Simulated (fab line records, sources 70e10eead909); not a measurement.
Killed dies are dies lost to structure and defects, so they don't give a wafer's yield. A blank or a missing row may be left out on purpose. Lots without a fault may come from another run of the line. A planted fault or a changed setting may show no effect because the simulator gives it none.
Chamber matching | flow nand_harc | NHARC_A_CHANNEL_FILL_D1_ALD_02 on ald_hk-02: 4 sister chambers
The step deposits SiO2, target thk 6 nm, pulse time 10 s, ald cycles 60. 4 wafers are shown with their chamber, then 11 later ones without.

WAFERS WITH THEIR CHAMBER
wafer  | chamber | heater_power_w (W)
L755.5 | 3       | 453
L756.1 | 0       | 448
L758.6 | 2       | 428
L759.2 | 1       | 495

WAFERS WITHOUT THEIR CHAMBER
wafer  | heater_power_w (W)
L759.4 | 437
L759.6 | 484
L760.1 | 446
L760.5 | 428
L760.6 | 481
L762.2 | 431
L762.3 | 457
L762.5 | 481
L765.1 | 444
L765.2 | 460
L765.5 | 440

WHICH CHAMBER EACH WENT THROUGH
wafer  | from the rows above          | in truth
L759.4 | can't be placed: 2 or 0 or 3 | 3
L759.6 | 1                            | 1
L760.1 | can't be placed: 0 or 3 or 2 | 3
L760.5 | 2                            | 2
L760.6 | can't be placed: 1 or 3      | 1
L762.2 | can't be placed: 2 or 0      | 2
L762.3 | can't be placed: 3 or 0      | 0
L762.5 | can't be placed: 1 or 3      | 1
L765.1 | can't be placed: 0 or 3 or 2 | 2
L765.2 | can't be placed: 3 or 0      | 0
L765.5 | can't be placed: 0 or 2 or 3 | 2
Placed correctly: 2 of 11. Can't be placed from these rows: 9 (the true chamber is among the candidates in 9). Placed wrongly: 0.
How it was worked out, from the rows above alone: a wafer's distance from a chamber is the root of the sum, over the readings, of the square of ((its reading less the chamber's mean) divided by the reading's scatter). The wafer belongs to the nearest chamber; if the next one is less than 2 further off, it can't be placed. A chamber's mean is the mean of its shown wafers. The scatter: with one shown wafer a chamber, the root of the mean of the squares of how far each hidden wafer lies from its nearest shown one.
